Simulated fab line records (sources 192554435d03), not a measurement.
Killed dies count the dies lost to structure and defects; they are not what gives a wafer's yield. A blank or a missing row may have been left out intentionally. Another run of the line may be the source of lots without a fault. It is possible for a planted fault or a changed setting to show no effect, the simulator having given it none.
Lot-split experiment | flow n5 finfet | on a route of 1938 steps: 7 lots, 21 wafers read

SPLIT DETAILS
At N5_BEOL_M5_HM_DEP_02 (deposits TiN, target thk 20 nm), the setting target thk a was moved away from the recipe's 200 angstrom on 3 of the 21 wafers read, by +9.3% to +10.3%. This setting was run at the recipe's value on the other wafers.

FROM THE SPLIT TO THE READING: what the file shows between them, 9 steps
- N5_BEOL_M5_COAT_71: time 60 s, resist thk 5 nm (also split here: spin rpm)
- N5_BEOL_M5_COAT_05: resist thk 30 nm
- N5_BEOL_M5_EBR_07
- N5_BEOL_M5_DESCUM_16: chemistry O2, time 7 s
- N5_BEOL_M5_ETCH_72: etches underlayer in N2/H2, target depth 6.5 nm, time 5.2 s
- N5_BEOL_M5_ETCH_61: etches SiARC in CF4, target depth 15.6 nm, time 26 s
- N5_BEOL_M5_ETCH_62: etches SOC in N2/H2, target depth 75 nm, overetch 15 nm, time 112.5 s
- N5_BEOL_M5_STRIP_73: strips in N2/H2
- N5_BEOL_M5_STRIP_64: strips in CF4

THE READING
etch.depth nm (the simulator's own value, which no gauge read), in nm, at N5_BEOL_M5_HM_OPEN_17 (chemistry Cl2/BCl3, target TiN, target depth 20 nm, overetch 6 nm). No usual value for it is given in the file. Here, 18 wafers ran the recipe; their average is 19.84 nm with a standard deviation of 0.11 nm.

wafer  | tool, chamber at the split | target thk a as run, angstrom | against the recipe | etch.depth nm, nm | against lot-mates on the recipe
L077.1 | pvd sputter-02, -          | 200                           | recipe             | 19.75             | -
L077.3 | pvd sputter-02, -          | 200                           | recipe             | 19.66             | -
L077.5 | pvd sputter-02, -          | 200                           | recipe             | 19.9              | -
L074.1 | pvd sputter-03, -          | 200                           | recipe             | 19.77             | -
L074.4 | pvd sputter-03, -          | 200                           | recipe             | 19.94             | -
L074.6 | pvd sputter-03, -          | 220.7                         | +10.3%             | 21.7              | +1.84
L079.1 | pvd sputter-01, -          | 200                           | recipe             | 19.9              | -
L079.3 | pvd sputter-01, -          | 200                           | recipe             | 19.75             | -
L079.4 | pvd sputter-01, -          | 200                           | recipe             | 20.01             | -
L081.1 | pvd sputter-02, -          | 200                           | recipe             | 19.76             | -
L081.3 | pvd sputter-02, -          | 200                           | recipe             | 19.94             | -
L081.6 | pvd sputter-02, -          | 200                           | recipe             | 19.86             | -
L087.1 | pvd sputter-02, -          | 200                           | recipe             | 19.7              | -
L087.2 | pvd sputter-02, -          | 200                           | recipe             | 19.67             | -
L087.3 | pvd sputter-02, -          | 200                           | recipe             | 19.87             | -
L088.2 | pvd sputter-02, -          | 200                           | recipe             | 19.79             | -
L088.3 | pvd sputter-02, -          | 200                           | recipe             | 19.86             | -
L088.6 | pvd sputter-02, -          | 200                           | recipe             | 20.01             | -
L092.1 | pvd sputter-02, -          | 218.6                         | +9.3%              | 22.06             | +2.09
L092.5 | pvd sputter-02, -          | 200                           | recipe             | 19.97             | -
L092.6 | pvd sputter-02, -          | 218.6                         | +9.3%              | 21.82             | +1.85

THE FIT
A straight line over all 21 wafers: etch.depth nm changes by +0.208 nm for each +1% of target thk a; r = +0.98; the points scatter about the line by 0.14 nm.
The same after taking each lot's own level away (the mean of its wafers on the recipe; 21 wafers): +0.199 nm for each +1%; r = +0.99; scatter 0.11 nm.
That fit puts the effect of the largest move of target thk a on the reading at 2.1 nm.
Across the lots, their own levels run from 19.747 to 19.970 nm, a range of 2.0 times the standard deviation given above.
Hence the lot-to-lot level has little effect on the slope; both slopes agree.
Check: for one of the wafers moved furthest among these (+10.3%), held out of the fit, the line's prediction against its lot-mates is +2.19 nm. It came out at +1.84 nm against them.

THESE WAFERS: OTHER SPLITS
Note: prior to the reading, these wafers also went through further splits. Each is held against what the fit with the lots' levels taken away leaves over:
other split on the same wafers | wafers away from the commonest value | r with etch.depth nm (lot level and that fit taken away)
N5_BEOL_M4_COAT_73 spin rpm    | 6                                    | +0.04
N5_BEOL_M5_COAT_71 spin rpm    | 6                                    | +0.23

THE WHOLE CHAIN: every reading that the file lists as answering this split, in the file's order
step                  | what it does                                                      | reading                                                                          | change (the file's fit)               | r (the file's)
N5_BEOL_M5_HM_DEP_02  | deposits TiN, target thk 20 nm                                    | TiN_of_BEOL_M5_HM_DEP_02.thk nm (the simulator's own value, which no gauge read) | +0.193 nm for each +1% of the setting | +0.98
N5_BEOL_M5_HM_OPEN_17 | chemistry Cl2/BCl3, target TiN, target depth 20 nm, overetch 6 nm | etch.depth nm (the simulator's own value, which no gauge read)                   | +0.194 nm for each +1% of the setting | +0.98

THE FILE'S OWN FIT
etch.depth nm changes by +0.194 nm for each +1% of target thk a, r = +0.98.
